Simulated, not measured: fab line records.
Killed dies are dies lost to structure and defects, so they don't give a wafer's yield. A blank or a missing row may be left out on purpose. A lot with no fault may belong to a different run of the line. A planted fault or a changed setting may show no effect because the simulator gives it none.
Chamber matching ; flow n5-finfet ; N5_DUMMY_GATE_HM_OPEN_21 on rie-diel-03 has 4 sister chambers
The step chemistry CH3F/O2, target SiNx, target depth 120 nm, time 171.4 s. 4 wafers are shown with their chamber, then 8 later ones without.

## WAFERS WITH THEIR CHAMBER
wafer;chamber;drypump-motor-current-A (A)
L086.4;2;6.6
L087.2;3;5.5
L087.3;1;5.6
L088.3;0;5.8

## WAFERS MISSING THEIR CHAMBER
wafer;drypump-motor-current-A (A)
L088.4;5.6
L088.5;5.6
L089.2;5.8
L089.4;6.5
L089.5;5.5
L097.2;5.6
L097.5;5.8
L097.6;5.6

## EACH ONE'S CHAMBER
wafer;from the rows above;in truth
L088.4;1;1
L088.5;1;1
L089.2;0;0
L089.4;2;2
L089.5;3;3
L097.2;1;1
L097.5;0;0
L097.6;1;1
Correctly placed: 8 of 8. Can't be placed from these rows: 0. Number placed wrongly: 0.
How it was worked out, from the rows above alone: a wafer's distance from a chamber is the root of the sum, over the readings, of the square of ((its reading less the chamber's mean) divided by the reading's scatter). The wafer belongs to the nearest chamber; if the next one is less than 2 further off, it can't be placed. Each chamber's mean is taken over the wafers shown for it. The scatter: with one shown wafer a chamber, the root of the mean of the squares of how far each hidden wafer lies from its nearest shown one.
